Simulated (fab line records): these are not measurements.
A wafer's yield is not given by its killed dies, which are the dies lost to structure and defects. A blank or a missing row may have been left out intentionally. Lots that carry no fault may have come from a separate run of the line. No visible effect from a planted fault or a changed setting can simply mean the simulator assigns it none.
Split-lot trial ; flow n5_finfet ; route with 1938 steps; 7 lots, 21 wafers read

== ABOUT THE SPLIT ==
At N5_BEOL_M11_TRENCH_ETCH_37 (etches SiCOH lowk in C4F6/O2, target depth 148.83 nm, time 48 s), the setting time_s was moved away from the recipe's 48 s on 7 of the 21 wafers read, by -14.7% to +7.7%. All remaining wafers had this setting at the recipe value.

== FROM THE SPLIT TO THE READING: what the file shows between them, 12 steps ==
- N5_BEOL_M11_ETCH_41: etches SiCN in CH3F/O2, target depth 42.6 nm, time 86 s
- N5_BEOL_M11_STRIP_77: strips in N2/H2, time 10 s
- N5_BEOL_M11_OCD_MEAS_38
- N5_BEOL_M11_ALD_74: deposits TaN, target thk 2 nm, pulse time 2 s, purge time 3 s (also split here: ald_cycles)
- N5_BEOL_M11_SURFACE_TREAT_76
- N5_BEOL_M11_CVD_75: deposits Co from CCTBA/H2, target thk 2 nm, time 138.9 s
- N5_BEOL_M11_ECD_50: material Cu, target thk 318 nm
- N5_BEOL_M11_ANNEAL_51: time 90 s
- N5_BEOL_M11_CMP_52: polishes, stops on SiCOH lowk, t overpolish 7 s, target thk 140 nm
- N5_BEOL_M11_THK_MEAS_53: measures by xrf
- N5_BEOL_M11_PRE_CLEAN_55: time 15 s
- N5_BEOL_M11_DEP_56: deposits SiCN from 3MS/NH3, target thk 30 nm, time 10.5 s

== THE READING ==
At N5_BEOL_M11_RS_MEAS_57, a four-point-probe measurement gives M11_RS in ohm/sq. On this fab line, fault-free wafers typically give 0.152 ohm/sq with a standard deviation of 0.0036 ohm/sq.

wafer;tool, chamber at the split;time_s as run, s;against the recipe;M11_RS, ohm/sq;against lot-mates on the recipe
L076.1;rie_diel-04, 0;48;recipe;0.154;-
L076.3;rie_diel-04, 1;45.08;-6.1%;0.169;+0.016
L076.5;rie_diel-04, 2;48;recipe;0.152;-
L088.2;rie_diel-05, 2;48;recipe;0.148;-
L088.3;rie_diel-05, 0;51.61;+7.5%;0.140;-0.008
L088.4;rie_diel-05, 3;51.61;+7.5%;0.141;-0.007
L089.2;rie_diel-05, 1;48;recipe;0.152;-
L089.3;rie_diel-05, 0;48;recipe;0.151;-
L089.4;rie_diel-05, 3;48;recipe;0.155;-
L091.1;rie_diel-03, 1;48;recipe;0.155;-
L091.4;rie_diel-03, 2;48;recipe;0.143;-
L091.6;rie_diel-03, 3;48;recipe;0.146;-
L092.1;rie_diel-04, 2;51.7;+7.7%;0.141;no lot-mate on the recipe
L092.3;rie_diel-04, 1;51.7;+7.7%;0.146;no lot-mate on the recipe
L092.6;rie_diel-04, 0;51.7;+7.7%;0.142;no lot-mate on the recipe
L095.1;rie_diel-04, 3;48;recipe;0.155;-
L095.4;rie_diel-04, 3;48;recipe;0.154;-
L095.6;rie_diel-04, 1;48;recipe;0.159;-
L096.1;rie_diel-03, 0;48;recipe;0.150;-
L096.3;rie_diel-03, 3;40.92;-14.7%;0.182;+0.036
L096.4;rie_diel-03, 2;48;recipe;0.143;-

FIT RESULTS
A straight line over all 21 wafers: M11_RS changes by -0.00172 ohm/sq for each +1% of time_s; r = -0.89; the points scatter about the line by 0.0047 ohm/sq.
The same after taking each lot's own level away (the mean of its wafers on the recipe; 18 wafers): -0.00197 ohm/sq for each +1%; r = -0.92; scatter 0.004 ohm/sq.
On that fit, the largest move of time_s shifts the reading by 0.029 ohm/sq.
Across the lots, their own levels run from 0.1465 to 0.1560 ohm/sq, a range of 2.6 times the standard deviation given above.
In other words, the slope is changed by the lot-to-lot level; the two fits disagree.
Check: with one of the wafers moved furthest among these (-14.7%) left out of the fit, the line predicts +0.0222 ohm/sq for it against its lot-mates. It came out at +0.0355 ohm/sq against them.

== OTHER SPLITS APPLIED TO THESE WAFERS ==
These wafers also went through other splits before the reading. Each is held against what the fit with the lots' levels taken away leaves over:
other split on the same wafers;wafers away from the commonest value;r with M11_RS (lot level and that fit taken away)
N5_BEOL_M9_EXPOSE_08 dose_mj;9;+0.12
N5_BEOL_M10_ETCH_62 time_s;8;+0.09
N5_BEOL_M11_ALD_74 ald_cycles;7;+0.25

== THE WHOLE CHAIN: every reading that the file lists as answering this split, in the file's order ==
step;what it does;reading;change (the file's fit);r (the file's)
N5_BEOL_M11_TRENCH_ETCH_37;etches SiCOH lowk in C4F6/O2, target depth 148.83 nm, time 48 s;BEOL_M11.feature_depth_nm (the simulator's own value, which no gauge read);+1.58 nm for each +1% of the setting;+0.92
N5_BEOL_M11_TRENCH_ETCH_37;etches SiCOH lowk in C4F6/O2, target depth 148.83 nm, time 48 s;etch.depth_nm (the simulator's own value, which no gauge read);+1.58 nm for each +1% of the setting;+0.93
N5_BEOL_M11_TRENCH_ETCH_37;etches SiCOH lowk in C4F6/O2, target depth 148.83 nm, time 48 s;TiN_of_BEOL_M11_HM_DEP_02.thk_nm (the simulator's own value, which no gauge read);-0.0625 nm for each +1% of the setting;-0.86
N5_BEOL_M11_OCD_MEAS_38;;trench_depth_nm;+1.62 nm for each +1% of the setting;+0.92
N5_BEOL_M11_CMP_52;polishes, stops on SiCOH lowk, t overpolish 7 s, target thk 140 nm;Cu_of_BEOL_M11_ECD_50.thk_nm (the simulator's own value, which no gauge read);+1.62 nm for each +1% of the setting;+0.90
N5_BEOL_M11_THK_MEAS_53;measures by xrf;M11_THK;+1.65 for each +1% of the setting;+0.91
N5_BEOL_M11_RS_MEAS_57;measures by four-point-probe;M11_RS;-0.00215 for each +1% of the setting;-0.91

== THE FILE'S OWN FIT ==
M11_RS changes by -0.00215 ohm/sq for each +1% of time_s, r = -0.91.
